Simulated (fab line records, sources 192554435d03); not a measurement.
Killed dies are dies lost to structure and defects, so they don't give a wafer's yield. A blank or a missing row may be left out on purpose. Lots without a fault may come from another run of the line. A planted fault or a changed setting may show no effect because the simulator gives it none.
Chamber matching | flow n5_finfet | N5_BEOL_M2_ETCH_69 on rie_diel-03: 4 sister chambers
The step etches SiARC in CF4, target depth 15.6 nm, time 26 s. 4 wafers are shown with their chamber, then 7 later ones without.

WAFERS WITH THEIR CHAMBER
wafer  | chamber | drypump_motor_current_A (A)
L079.2 | 0       | 6.3
L091.5 | 2       | 5.5
L093.1 | 1       | 6.3
L093.4 | 3       | 5.9

WAFERS WITHOUT THEIR CHAMBER
wafer  | drypump_motor_current_A (A)
L093.5 | 5.5
L094.1 | 5.4
L094.5 | 5.9
L094.6 | 5.5
L095.1 | 6.3
L095.2 | 6.4
L095.4 | 6.3

WHICH CHAMBER EACH WENT THROUGH
wafer  | from the rows above     | in truth
L093.5 | 2                       | 2
L094.1 | 2                       | 2
L094.5 | 3                       | 3
L094.6 | 2                       | 2
L095.1 | can't be placed: 0 or 1 | 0
L095.2 | can't be placed: 0 or 1 | 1
L095.4 | can't be placed: 0 or 1 | 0
Placed correctly: 4 of 7. Can't be placed from these rows: 3 (the true chamber is among the candidates in 3). Placed wrongly: 0.
How it was worked out, from the rows above alone: a wafer's distance from a chamber is the root of the sum, over the readings, of the square of ((its reading less the chamber's mean) divided by the reading's scatter). The wafer belongs to the nearest chamber; if the next one is less than 2 further off, it can't be placed. A chamber's mean is the mean of its shown wafers. The scatter: with one shown wafer a chamber, the root of the mean of the squares of how far each hidden wafer lies from its nearest shown one.
